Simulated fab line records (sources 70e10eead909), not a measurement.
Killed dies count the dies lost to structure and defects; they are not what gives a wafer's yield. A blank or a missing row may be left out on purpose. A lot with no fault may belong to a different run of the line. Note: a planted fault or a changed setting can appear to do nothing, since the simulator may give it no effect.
fab line records / flow nandHarc
record: lots: 7 wafers: 18 lastDay: 24
route steps=1159 shown A_CHANNEL_HOLE_D1@480 A_CHANNEL_FILL_D1@490
lots that met no fault: taken from a fault-free run of the same line
startH: hours from the record's first day to the start of the lot's first wafer shown / waitH: hours since the lot's step before / " repeats the value in the row above / L1.1+2: several wafers, shown together as one row / - no value present, or no start provided / * or withheld: withheld / < > ~ a bound
route shown NAME@n: names a module that has steps shown in the file, with the first one's number in the route / usual: mean/standard deviation of fault-free wafers / same: alike in all rows / chamber/n: place in a boat / sites: the reading at each site / _std_site: the standard deviation of these / _edge_site: outer sites' mean less inner sites' / radiusMm: how far each site lies from the wafer's centre / mask NAME#n: copy n / behind: the most recent tool/chamber to have shaped the wafer / hold: reason for holding the lot/hours on hold/outcome of the hold / device: whichever transistor did not switch (one of n, p or np) / end of line: the tests these same wafers got at the end of their route / for a step that has no rows: nothing shown but its recipe / killed: the dies lost at the first sort to structure and to defects; this is not the yield of the wafer / map: shows each die of a wafer: x if killed, . if not, _ if none is there
set.NAME: the setting that was run; set.NAME@STEP: the one run at that earlier step / model.NAME: the simulator's own value behind a step, which no gauge read
lots at selected steps of the route; one table per step, one row per wafer
services: when a tool's chamber went out of use (startH, in hours from the record's first day, below 0 if earlier), for how many hours, and the reason
== steps ==
step: NHARC_A_CHANNEL_HOLE_D1_STRIP_41
recipe: n2FlowSccm: 150 h2FlowSccm: 150 arFlowSccm: 0 biasW: 0 chemistry: N2/H2
step: NHARC_A_CHANNEL_HOLE_D1_STRIP_42
recipe: cf4FlowSccm: 100 chf3FlowSccm: 30 arFlowSccm: 0 biasW: 0 chemistry: CF4/CHF3
step: NHARC_A_CHANNEL_HOLE_D1_STRIP_43
recipe: o2FlowSccm: 400 cosFlowSccm: 20 arFlowSccm: 0 biasW: 0 chemistry: O2/COS
step: NHARC_A_CHANNEL_HOLE_D1_ETCH_44
recipe: targetDepthA: 1400 overetchA: 140 timeS: 77 ionEnergyEv: 100 cf4FlowSccm: 80 o2FlowSccm: 20 arFlowSccm: 0 rfW: 300 biasW: 100 chemistry: CF4/O2
usual: chamberPressureMTorr: 30.00/0.03 drypumpMotorCurrentA: 5.8/0.47 oesProductAu: 1.003/0.012 rfVppV: 197.8/1.3 showerheadPlenumPTorr: 1.33/0.046 throttleValvePct: 13.397/0.0088
lot.wafer=L944.2 tool=rieDiel-10 chamber=1 startH=186.33 waitH=0.1 chamberPressureMTorr=29.95 drypumpMotorCurrentA=5.1 oesProductAu=1.018 rfHoursCounterH=0 rfVppV=199.2 showerheadPlenumPTorr=1.42 throttleValvePct=13.387
lot.wafer=L944.3 tool=rieDiel-10 chamber=3 startH=186.33 waitH=0.1 chamberPressureMTorr=30.04 drypumpMotorCurrentA=6.3 oesProductAu=1.012 rfHoursCounterH=0 rfVppV=197.0 showerheadPlenumPTorr=1.34 throttleValvePct=13.384
lot.wafer=L944.5 tool=rieDiel-10 chamber=0 startH=186.33 waitH=0.1 chamberPressureMTorr=30.03 drypumpMotorCurrentA=5.4 oesProductAu=1.013 rfHoursCounterH=- rfVppV=198.8 showerheadPlenumPTorr=1.32 throttleValvePct=13.394
lot.wafer=L946.2 tool=rieDiel-08 chamber=3 startH=195.26 waitH=0.1 chamberPressureMTorr=30.01 drypumpMotorCurrentA=6.4 oesProductAu=0.995 rfHoursCounterH=4 rfVppV=197.5 showerheadPlenumPTorr=1.35 throttleValvePct=13.408
lot.wafer=L946.1 tool=rieDiel-08 chamber=0 startH=195.26 waitH=0.1 chamberPressureMTorr=29.97 drypumpMotorCurrentA=5.8 oesProductAu=0.990 rfHoursCounterH=5 rfVppV=198.8 showerheadPlenumPTorr=1.40 throttleValvePct=13.394
lot.wafer=L946.3 tool=rieDiel-08 chamber=1 startH=195.26 waitH=0.1 chamberPressureMTorr=29.94 drypumpMotorCurrentA=5.3 oesProductAu=1.012 rfHoursCounterH=5 rfVppV=198.4 showerheadPlenumPTorr=1.28 throttleValvePct=13.404
lot.wafer=L953.2 tool=rieDiel-01 chamber=0 startH=243.59 waitH=0.1 chamberPressureMTorr=30.04 drypumpMotorCurrentA=5.2 oesProductAu=1.023 rfHoursCounterH=6 rfVppV=200.1 showerheadPlenumPTorr=1.36 throttleValvePct=13.400
lot.wafer=L953.6 tool=rieDiel-01 chamber=2 startH=243.59 waitH=0.1 chamberPressureMTorr=29.98 drypumpMotorCurrentA=6.6 oesProductAu=0.995 rfHoursCounterH=- rfVppV=198.8 showerheadPlenumPTorr=1.34 throttleValvePct=13.409
lot.wafer=L956.3 tool=rieDiel-10 chamber=0 startH=256.12 waitH=0.1 chamberPressureMTorr=29.99 drypumpMotorCurrentA=5.4 oesProductAu=1.004 rfHoursCounterH=6 rfVppV=197.3 showerheadPlenumPTorr=1.32 throttleValvePct=13.396
lot.wafer=L956.1 tool=rieDiel-10 chamber=1 startH=256.12 waitH=0.1 chamberPressureMTorr=29.99 drypumpMotorCurrentA=5.1 oesProductAu=1.010 rfHoursCounterH=7 rfVppV=200.0 showerheadPlenumPTorr=1.42 throttleValvePct=13.414
lot.wafer=L959.3 tool=rieDiel-10 chamber=3 startH=278.42 waitH=0.1 chamberPressureMTorr=30.06 drypumpMotorCurrentA=6.3 oesProductAu=1.004 rfHoursCounterH=6 rfVppV=198.5 showerheadPlenumPTorr=1.33 throttleValvePct=13.385
lot.wafer=L959.6 tool=rieDiel-10 chamber=2 startH=278.42 waitH=0.1 chamberPressureMTorr=30.03 drypumpMotorCurrentA=5.8 oesProductAu=0.984 rfHoursCounterH=- rfVppV=196.7 showerheadPlenumPTorr=1.35 throttleValvePct=13.386
lot.wafer=L965.1 tool=rieDiel-01 chamber=1 startH=308.56 waitH=0.1 chamberPressureMTorr=30.00 drypumpMotorCurrentA=5.5 oesProductAu=0.982 rfHoursCounterH=13 rfVppV=196.2 showerheadPlenumPTorr=1.28 throttleValvePct=13.399
lot.wafer=L965.2 tool=rieDiel-01 chamber=3 startH=308.56 waitH=0.1 chamberPressureMTorr=30.02 drypumpMotorCurrentA=5.6 oesProductAu=1.011 rfHoursCounterH=12 rfVppV=197.6 showerheadPlenumPTorr=1.30 throttleValvePct=13.397
lot.wafer=L965.6 tool=rieDiel-01 chamber=1 startH=308.56 waitH=0.1 chamberPressureMTorr=29.99 drypumpMotorCurrentA=5.5 oesProductAu=0.977 rfHoursCounterH=- rfVppV=196.9 showerheadPlenumPTorr=1.28 throttleValvePct=13.385
lot.wafer=L966.2 tool=rieDiel-10 chamber=3 startH=322.66 waitH=0.1 chamberPressureMTorr=30.07 drypumpMotorCurrentA=6.3 oesProductAu=1.005 rfHoursCounterH=10 rfVppV=198.0 showerheadPlenumPTorr=1.33 throttleValvePct=13.399
lot.wafer=L966.1 tool=rieDiel-10 chamber=0 startH=322.66 waitH=0.1 chamberPressureMTorr=30.02 drypumpMotorCurrentA=5.4 oesProductAu=1.001 rfHoursCounterH=10 rfVppV=198.8 showerheadPlenumPTorr=1.32 throttleValvePct=13.376
lot.wafer=L966.4 tool=rieDiel-10 chamber=2 startH=322.66 waitH=0.1 chamberPressureMTorr=30.06 drypumpMotorCurrentA=5.8 oesProductAu=0.990 rfHoursCounterH=- rfVppV=199.3 showerheadPlenumPTorr=1.35 throttleValvePct=13.397
step: NHARC_A_CHANNEL_HOLE_D1_STRIP_27
recipe: o2FlowSccm: 500 arFlowSccm: 0 biasW: 0 chemistry: O2
usual: chamberPressureMTorr: 60.01/0.05 drypumpMotorCurrentA: 5.8/0.47 oesProductAu: 1.003/0.012 rfVppV: 57.7/0.92 showerheadPlenumPTorr: 3.53/0.12 throttleValvePct: 17.036/0.0082
lot.wafer=L944.3 tool=rieDiel-10 chamber=3 startH=- waitH=- chamberPressureMTorr=59.98 drypumpMotorCurrentA=6.3 oesProductAu=1.002 rfHoursCounterH=0 rfVppV=57.7 showerheadPlenumPTorr=3.53 throttleValvePct=17.031
lot.wafer=L944.2 tool=rieDiel-10 chamber=0 startH=- waitH=- chamberPressureMTorr=60.02 drypumpMotorCurrentA=5.4 oesProductAu=0.996 rfHoursCounterH=0 rfVppV=57.6 showerheadPlenumPTorr=3.50 throttleValvePct=17.040
lot.wafer=L944.5 tool=rieDiel-10 chamber=2 startH=- waitH=- chamberPressureMTorr=59.90 drypumpMotorCurrentA=5.9 oesProductAu=0.999 rfHoursCounterH=- rfVppV=58.2 showerheadPlenumPTorr=3.56 throttleValvePct=17.027
lot.wafer=L946.2 tool=rieDiel-08 chamber=1 startH=- waitH=- chamberPressureMTorr=60.02 drypumpMotorCurrentA=5.4 oesProductAu=1.024 rfHoursCounterH=5 rfVppV=56.6 showerheadPlenumPTorr=3.39 throttleValvePct=17.043
lot.wafer=L946.1 tool=rieDiel-08 chamber=2 startH=- waitH=- chamberPressureMTorr=60.06 drypumpMotorCurrentA=6.2 oesProductAu=1.007 rfHoursCounterH=5 rfVppV=55.9 showerheadPlenumPTorr=3.32 throttleValvePct=17.036
lot.wafer=L946.3 tool=rieDiel-08 chamber=0 startH=- waitH=- chamberPressureMTorr=60.13 drypumpMotorCurrentA=5.8 oesProductAu=1.000 rfHoursCounterH=5 rfVppV=56.8 showerheadPlenumPTorr=3.69 throttleValvePct=17.043
lot.wafer=L953.2 tool=rieDiel-01 chamber=1 startH=- waitH=- chamberPressureMTorr=59.99 drypumpMotorCurrentA=5.5 oesProductAu=0.987 rfHoursCounterH=5 rfVppV=57.8 showerheadPlenumPTorr=3.39 throttleValvePct=17.036
lot.wafer=L953.6 tool=rieDiel-01 chamber=3 startH=- waitH=- chamberPressureMTorr=60.11 drypumpMotorCurrentA=5.6 oesProductAu=0.999 rfHoursCounterH=- rfVppV=58.3 showerheadPlenumPTorr=3.44 throttleValvePct=17.033
lot.wafer=L956.1 tool=rieDiel-10 chamber=1 startH=- waitH=- chamberPressureMTorr=59.94 drypumpMotorCurrentA=5.2 oesProductAu=1.023 rfHoursCounterH=7 rfVppV=56.5 showerheadPlenumPTorr=3.74 throttleValvePct=17.021
lot.wafer=L956.3 tool=rieDiel-10 chamber=0 startH=- waitH=- chamberPressureMTorr=59.97 drypumpMotorCurrentA=5.4 oesProductAu=1.007 rfHoursCounterH=6 rfVppV=56.9 showerheadPlenumPTorr=3.50 throttleValvePct=17.020
lot.wafer=L959.3 tool=rieDiel-10 chamber=3 startH=- waitH=- chamberPressureMTorr=60.05 drypumpMotorCurrentA=6.3 oesProductAu=1.002 rfHoursCounterH=6 rfVppV=57.8 showerheadPlenumPTorr=3.53 throttleValvePct=17.025
lot.wafer=L959.6 tool=rieDiel-10 chamber=3 startH=- waitH=- chamberPressureMTorr=59.97 drypumpMotorCurrentA=6.3 oesProductAu=0.989 rfHoursCounterH=- rfVppV=57.9 showerheadPlenumPTorr=3.53 throttleValvePct=17.032
lot.wafer=L965.1 tool=rieDiel-01 chamber=3 startH=- waitH=- chamberPressureMTorr=60.03 drypumpMotorCurrentA=5.6 oesProductAu=1.011 rfHoursCounterH=12 rfVppV=56.6 showerheadPlenumPTorr=3.44 throttleValvePct=17.054
lot.wafer=L965.2 tool=rieDiel-01 chamber=1 startH=- waitH=- chamberPressureMTorr=60.00 drypumpMotorCurrentA=5.5 oesProductAu=0.994 rfHoursCounterH=13 rfVppV=58.1 showerheadPlenumPTorr=3.39 throttleValvePct=17.035
lot.wafer=L965.6 tool=rieDiel-01 chamber=3 startH=- waitH=- chamberPressureMTorr=59.96 drypumpMotorCurrentA=5.6 oesProductAu=1.015 rfHoursCounterH=- rfVppV=58.8 showerheadPlenumPTorr=3.44 throttleValvePct=17.037
lot.wafer=L966.2 tool=rieDiel-10 chamber=3 startH=- waitH=- chamberPressureMTorr=60.05 drypumpMotorCurrentA=6.3 oesProductAu=1.016 rfHoursCounterH=10 rfVppV=57.6 showerheadPlenumPTorr=3.52 throttleValvePct=17.034
lot.wafer=L966.1 tool=rieDiel-10 chamber=2 startH=- waitH=- chamberPressureMTorr=60.01 drypumpMotorCurrentA=5.9 oesProductAu=0.997 rfHoursCounterH=10 rfVppV=58.5 showerheadPlenumPTorr=3.56 throttleValvePct=17.028
lot.wafer=L966.4 tool=rieDiel-10 chamber=0 startH=- waitH=- chamberPressureMTorr=60.00 drypumpMotorCurrentA=5.4 oesProductAu=1.003 rfHoursCounterH=- rfVppV=57.4 showerheadPlenumPTorr=3.49 throttleValvePct=17.030
step: NHARC_A_CHANNEL_HOLE_D1_PRECLEAN_28
recipe: timeS: * tempC: 50 bathAgeMin: 0 chemistry: SC1
step: NHARC_A_CHANNEL_HOLE_D1_SRD_29
step: NHARC_A_CHANNEL_HOLE_D1_CD_MEAS_30
usual: cdNm: 89.6/1.2
lot.wafer=L944.2 tool=cdSem-01 chamber=- startH=187.12 waitH=- cdNm=89.4
lot.wafer=L944.3 tool=cdSem-01 chamber=- startH=187.12 waitH=- cdNm=89.6
lot.wafer=L944.5 tool=cdSem-01 chamber=- startH=187.12 waitH=- cdNm=89.0
lot.wafer=L946.1 tool=cdSem-01 chamber=- startH=196.05 waitH=- cdNm=88.1
lot.wafer=L946.2 tool=cdSem-01 chamber=- startH=196.05 waitH=- cdNm=87.9
lot.wafer=L946.3 tool=cdSem-01 chamber=- startH=196.05 waitH=- cdNm=89.4
lot.wafer=L953.2 tool=cdSem-02 chamber=- startH=244.37 waitH=- cdNm=90.3
lot.wafer=L953.6 tool=cdSem-02 chamber=- startH=244.37 waitH=- cdNm=88.4
lot.wafer=L956.1 tool=cdSem-03 chamber=- startH=256.91 waitH=- cdNm=87.9
lot.wafer=L956.3 tool=cdSem-03 chamber=- startH=256.91 waitH=- cdNm=89.9
lot.wafer=L959.3 tool=cdSem-01 chamber=- startH=279.22 waitH=- cdNm=91.0
lot.wafer=L959.6 tool=cdSem-01 chamber=- startH=279.22 waitH=- cdNm=92.0
lot.wafer=L965.1 tool=cdSem-01 chamber=- startH=309.35 waitH=- cdNm=91.1
lot.wafer=L965.2 tool=cdSem-01 chamber=- startH=309.35 waitH=- cdNm=89.1
lot.wafer=L965.6 tool=cdSem-01 chamber=- startH=309.35 waitH=- cdNm=90.4
lot.wafer=L966.1 tool=cdSem-01 chamber=- startH=323.57 waitH=- cdNm=88.4
lot.wafer=L966.2 tool=cdSem-01 chamber=- startH=323.57 waitH=- cdNm=89.8
lot.wafer=L966.4 tool=cdSem-01 chamber=- startH=323.57 waitH=- cdNm=90.1
step: NHARC_A_CHANNEL_HOLE_D1_XSEM_31
recipe: landingEnergyEv: 35000
usual: botCdNm: 74.1/1.4 bowNm: 8.61/0.24 tiltDeg: 0.08/0.037
lot.wafer=L944.2 tool=xsem-02 chamber=0 startH=187.22 waitH=0.1 botCdNm=72.7 bowNm=8.26 tiltDeg=0.07
lot.wafer=L944.3 tool=xsem-02 chamber=0 startH=187.22 waitH=0.1 botCdNm=73.5 bowNm=8.18 tiltDeg=0.07
lot.wafer=L944.5 tool=xsem-02 chamber=0 startH=187.22 waitH=0.1 botCdNm=72.6 bowNm=8.23 tiltDeg=0.07
lot.wafer=L946.1 tool=xsem-02 chamber=0 startH=196.14 waitH=0.1 botCdNm=72.2 bowNm=8.38 tiltDeg=0.06
lot.wafer=L946.2 tool=xsem-02 chamber=0 startH=196.14 waitH=0.1 botCdNm=71.9 bowNm=8.35 tiltDeg=0.06
lot.wafer=L946.3 tool=xsem-02 chamber=0 startH=196.14 waitH=0.1 botCdNm=73.2 bowNm=8.34 tiltDeg=0.06
lot.wafer=L953.2 tool=xsem-01 chamber=0 startH=244.46 waitH=0.1 botCdNm=75.2 bowNm=8.33 tiltDeg=0.09
lot.wafer=L953.6 tool=xsem-01 chamber=0 startH=244.46 waitH=0.1 botCdNm=73.8 bowNm=8.35 tiltDeg=0.09
lot.wafer=L956.1 tool=xsem-02 chamber=0 startH=257.01 waitH=0.1 botCdNm=72.3 bowNm=8.80 tiltDeg=0.10
lot.wafer=L956.3 tool=xsem-02 chamber=0 startH=257.01 waitH=0.1 botCdNm=74.0 bowNm=8.76 tiltDeg=0.09
lot.wafer=L959.3 tool=xsem-01 chamber=0 startH=279.30 waitH=0.1 botCdNm=74.6 bowNm=8.35 tiltDeg=0.02
lot.wafer=L959.6 tool=xsem-01 chamber=0 startH=279.30 waitH=0.1 botCdNm=76.2 bowNm=8.29 tiltDeg=0.03
lot.wafer=L965.1 tool=xsem-01 chamber=0 startH=309.44 waitH=0.1 botCdNm=75.8 bowNm=9.07 tiltDeg=0.09
lot.wafer=L965.2 tool=xsem-01 chamber=0 startH=309.44 waitH=0.1 botCdNm=74.6 bowNm=9.08 tiltDeg=0.09
lot.wafer=L965.6 tool=xsem-01 chamber=0 startH=309.44 waitH=0.1 botCdNm=75.4 bowNm=9.07 tiltDeg=0.09
lot.wafer=L966.1 tool=xsem-01 chamber=0 startH=323.66 waitH=0.1 botCdNm=72.4 bowNm=8.52 tiltDeg=0.10
lot.wafer=L966.2 tool=xsem-01 chamber=0 startH=323.66 waitH=0.1 botCdNm=74.4 bowNm=8.50 tiltDeg=0.10
lot.wafer=L966.4 tool=xsem-01 chamber=0 startH=323.66 waitH=0.1 botCdNm=74.5 bowNm=8.49 tiltDeg=0.10
step: NHARC_A_CHANNEL_HOLE_D1_INSPECT_40
usual: rawDefectCount: 57/16
lot.wafer=L944.2 tool=defectInspect-02 chamber=- startH=187.32 waitH=- rawDefectCount=52
lot.wafer=L944.3 tool=defectInspect-02 chamber=- startH=187.32 waitH=- rawDefectCount=43
lot.wafer=L944.5 tool=defectInspect-02 chamber=- startH=187.32 waitH=- rawDefectCount=57
lot.wafer=L946.1 tool=defectInspect-02 chamber=- startH=196.24 waitH=- rawDefectCount=46
lot.wafer=L946.2 tool=defectInspect-02 chamber=- startH=196.24 waitH=- rawDefectCount=46
lot.wafer=L946.3 tool=defectInspect-02 chamber=- startH=196.24 waitH=- rawDefectCount=36
lot.wafer=L953.2 tool=defectInspect-02 chamber=- startH=244.55 waitH=- rawDefectCount=52
lot.wafer=L953.6 tool=defectInspect-02 chamber=- startH=244.55 waitH=- rawDefectCount=83
lot.wafer=L956.1 tool=defectInspect-01 chamber=- startH=257.10 waitH=- rawDefectCount=66
lot.wafer=L956.3 tool=defectInspect-01 chamber=- startH=257.10 waitH=- rawDefectCount=53
lot.wafer=L959.3 tool=defectInspect-02 chamber=- startH=279.40 waitH=- rawDefectCount=35
lot.wafer=L959.6 tool=defectInspect-02 chamber=- startH=279.40 waitH=- rawDefectCount=72
lot.wafer=L965.1 tool=defectInspect-01 chamber=- startH=309.54 waitH=- rawDefectCount=45
lot.wafer=L965.2 tool=defectInspect-01 chamber=- startH=309.54 waitH=- rawDefectCount=72
lot.wafer=L965.6 tool=defectInspect-01 chamber=- startH=309.54 waitH=- rawDefectCount=54
lot.wafer=L966.1 tool=defectInspect-01 chamber=- startH=323.76 waitH=- rawDefectCount=38
lot.wafer=L966.2 tool=defectInspect-01 chamber=- startH=323.76 waitH=- rawDefectCount=64
lot.wafer=L966.4 tool=defectInspect-01 chamber=- startH=323.76 waitH=- rawDefectCount=44
step: NHARC_A_CHANNEL_FILL_D1_PRECLEAN_00
recipe: timeS: * tempC: 50 bathAgeMin: 0 chemistry: SC1
step: NHARC_A_CHANNEL_FILL_D1_SRD_01
step: NHARC_A_CHANNEL_FILL_D1_ALD_02
recipe: targetThkA: 60 pulseTimeS: 10 aldCycles: 60 tempC: 300 material: SiO2
usual: aldCycles: 60/0 heaterPowerW: 477/55 precursorPulseHeightRel: 1.000/0.019
lot.wafer=L944.2 tool=aldHk-01 chamber=2 startH=192.74 waitH=- aldCycles=60 heaterPowerW=433 precursorPulseHeightRel=1.019
lot.wafer=L944.3 tool=aldHk-01 chamber=3 startH=192.74 waitH=- aldCycles=60 heaterPowerW=559 precursorPulseHeightRel=1.035
lot.wafer=L944.5 tool=aldHk-01 chamber=0 startH=192.74 waitH=- aldCycles=60 heaterPowerW=379 precursorPulseHeightRel=1.000
lot.wafer=L946.1 tool=aldHk-04 chamber=0 startH=196.44 waitH=- aldCycles=60 heaterPowerW=476 precursorPulseHeightRel=0.960
lot.wafer=L946.3 tool=aldHk-04 chamber=2 startH=196.44 waitH=- aldCycles=60 heaterPowerW=488 precursorPulseHeightRel=1.000
lot.wafer=L946.2 tool=aldHk-04 chamber=3 startH=196.44 waitH=- aldCycles=60 heaterPowerW=452 precursorPulseHeightRel=0.976
lot.wafer=L953.2 tool=aldHk-04 chamber=0 startH=246.51 waitH=- aldCycles=60 heaterPowerW=476 precursorPulseHeightRel=1.005
lot.wafer=L953.6 tool=aldHk-04 chamber=0 startH=246.51 waitH=- aldCycles=68 heaterPowerW=488 precursorPulseHeightRel=0.998
lot.wafer=L956.3 tool=aldHk-04 chamber=0 startH=257.47 waitH=- aldCycles=60 heaterPowerW=478 precursorPulseHeightRel=0.979
lot.wafer=L956.1 tool=aldHk-04 chamber=1 startH=257.47 waitH=- aldCycles=68 heaterPowerW=481 precursorPulseHeightRel=1.019
lot.wafer=L959.3 tool=aldHk-04 chamber=2 startH=279.81 waitH=- aldCycles=60 heaterPowerW=483 precursorPulseHeightRel=0.995
lot.wafer=L959.6 tool=aldHk-04 chamber=3 startH=279.81 waitH=- aldCycles=68 heaterPowerW=461 precursorPulseHeightRel=1.018
lot.wafer=L965.2 tool=aldHk-02 chamber=2 startH=309.87 waitH=- aldCycles=60 heaterPowerW=475 precursorPulseHeightRel=0.982
lot.wafer=L965.1 tool=aldHk-02 chamber=3 startH=309.87 waitH=- aldCycles=60 heaterPowerW=478 precursorPulseHeightRel=0.978
lot.wafer=L965.6 tool=aldHk-02 chamber=0 startH=309.87 waitH=- aldCycles=60 heaterPowerW=613 precursorPulseHeightRel=1.010
lot.wafer=L966.4 tool=aldHk-01 chamber=1 startH=325.78 waitH=- aldCycles=60 heaterPowerW=521 precursorPulseHeightRel=0.954
lot.wafer=L966.1 tool=aldHk-01 chamber=2 startH=325.78 waitH=- aldCycles=60 heaterPowerW=457 precursorPulseHeightRel=0.998
lot.wafer=L966.2 tool=aldHk-01 chamber=3 startH=325.78 waitH=- aldCycles=60 heaterPowerW=587 precursorPulseHeightRel=1.003
step: NHARC_A_CHANNEL_FILL_D1_ALD_03
recipe: targetThkA: 60 pulseTimeS: 60 aldCycles: 58 tempC: 630 pressureTorr: 2 material: SiNx
usual: aldCycles: 58/0 precursorPulseHeightRel: 1.003/0.021
lot.wafer=L944.2 tool=aldSinBatch-02 chamber=0 startH=- waitH=- aldCycles=58 precursorPulseHeightRel=1.000
lot.wafer=L944.3 tool=aldSinBatch-02 chamber=0 startH=- waitH=- aldCycles=58 precursorPulseHeightRel=1.006
lot.wafer=L944.5 tool=aldSinBatch-02 chamber=0 startH=- waitH=- aldCycles=58 precursorPulseHeightRel=1.003
lot.wafer=L946.1 tool=aldSinBatch-01 chamber=0 startH=- waitH=- aldCycles=58 precursorPulseHeightRel=1.005
lot.wafer=L946.2 tool=aldSinBatch-01 chamber=0 startH=- waitH=- aldCycles=58 precursorPulseHeightRel=1.034
lot.wafer=L946.3 tool=aldSinBatch-01 chamber=0 startH=- waitH=- aldCycles=58 precursorPulseHeightRel=1.035
lot.wafer=L953.2 tool=aldSinBatch-02 chamber=0 startH=- waitH=- aldCycles=58 precursorPulseHeightRel=1.003
lot.wafer=L953.6 tool=aldSinBatch-02 chamber=0 startH=- waitH=- aldCycles=58 precursorPulseHeightRel=0.982
lot.wafer=L956.1 tool=aldSinBatch-03 chamber=0 startH=- waitH=- aldCycles=58 precursorPulseHeightRel=0.989
lot.wafer=L956.3 tool=aldSinBatch-03 chamber=0 startH=- waitH=- aldCycles=58 precursorPulseHeightRel=1.049
lot.wafer=L959.3 tool=aldSinBatch-01 chamber=0 startH=- waitH=- aldCycles=58 precursorPulseHeightRel=1.003
lot.wafer=L959.6 tool=aldSinBatch-01 chamber=0 startH=- waitH=- aldCycles=58 precursorPulseHeightRel=1.031
lot.wafer=L965.1 tool=aldSinBatch-02 chamber=0 startH=- waitH=- aldCycles=58 precursorPulseHeightRel=1.001
lot.wafer=L965.2 tool=aldSinBatch-02 chamber=0 startH=- waitH=- aldCycles=58 precursorPulseHeightRel=0.985
lot.wafer=L965.6 tool=aldSinBatch-02 chamber=0 startH=- waitH=- aldCycles=58 precursorPulseHeightRel=1.023
lot.wafer=L966.1 tool=aldSinBatch-01 chamber=0 startH=- waitH=- aldCycles=58 precursorPulseHeightRel=0.966
lot.wafer=L966.2 tool=aldSinBatch-01 chamber=0 startH=- waitH=- aldCycles=58 precursorPulseHeightRel=0.993
lot.wafer=L966.4 tool=aldSinBatch-01 chamber=0 startH=- waitH=- aldCycles=58 precursorPulseHeightRel=0.992
== services ==
tool=aldSinBatch-02 chamber=- startH=163.00 hours=3.3 kind=repair
tool=rieDiel-10 chamber=- startH=176.50 hours=9.0 kind=pm
tool=rieDiel-10 chamber=0 startH=176.50 hours=9.0 kind=ventCycle
tool=rieDiel-10 chamber=1 startH=176.50 hours=9.0 kind=ventCycle
tool=rieDiel-10 chamber=2 startH=176.50 hours=9.0 kind=ventCycle
tool=rieDiel-10 chamber=3 startH=176.50 hours=9.0 kind=ventCycle
tool=rieDiel-10 chamber=0 startH=185.50 hours=- kind=clean
tool=rieDiel-10 chamber=1 startH=185.50 hours=- kind=clean
tool=rieDiel-10 chamber=2 startH=185.50 hours=- kind=clean
tool=rieDiel-10 chamber=3 startH=185.50 hours=- kind=clean
tool=aldHk-04 chamber=- startH=186.16 hours=10.0 kind=pm
tool=rieDiel-08 chamber=1 startH=205.09 hours=8.1 kind=repair
tool=rieDiel-08 chamber=3 startH=208.89 hours=9.3 kind=repair
tool=rieDiel-08 chamber=3 startH=229.92 hours=1.3 kind=repair
tool=aldHk-01 chamber=- startH=233.53 hours=10.0 kind=pm
tool=rieDiel-08 chamber=0 startH=240.69 hours=1.9 kind=repair
tool=rieDiel-10 chamber=3 startH=274.73 hours=2.4 kind=repair
tool=rieDiel-08 chamber=3 startH=280.44 hours=3.5 kind=repair
tool=rieDiel-08 chamber=- startH=301.81 hours=9.0 kind=pm
tool=xsem-02 chamber=- startH=302.00 hours=14.0 kind=pm
tool=rieDiel-01 chamber=0 startH=304.14 hours=4.4 kind=repair
tool=rieDiel-10 chamber=1 startH=308.08 hours=15.5 kind=repair
tool=aldSinBatch-03 chamber=- startH=314.00 hours=26.0 kind=pm
tool=rieDiel-01 chamber=- startH=314.80 hours=9.0 kind=pm
== key ==
firstSign: step: NHARC_A_CHANNEL_FILL_D1_ALD_02 reading: aldCycles direction: up sigmas: 99+ usual: 60 struck: 68
effect none on later readings
metAt NHARC_A_CHANNEL_FILL_D1_ALD_02
struckWafers L953.6,L956.1,L959.6
testerLeftOut L953,L956,L959
onsetBetween 196.44 246.51
fault: kind: processParameterDrift tool: aldHk-04 chamber: - onsetH: 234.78 steps: NHARC_A_CHANNEL_FILL_D1_ALD_02 channel: aldCycles offset: 8 shape: step endH: 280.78 scope: struckWafersOnly actsIn: theseRecipesOnly stated: 60
testerLeftOut: of these lots the tester's yield and bins aren't shown, on N5 and GAA mostly nor the transistor test; their killed dies are dies lost to structure and defects alone, not to doping, threshold or leakage, so they don't give the yield
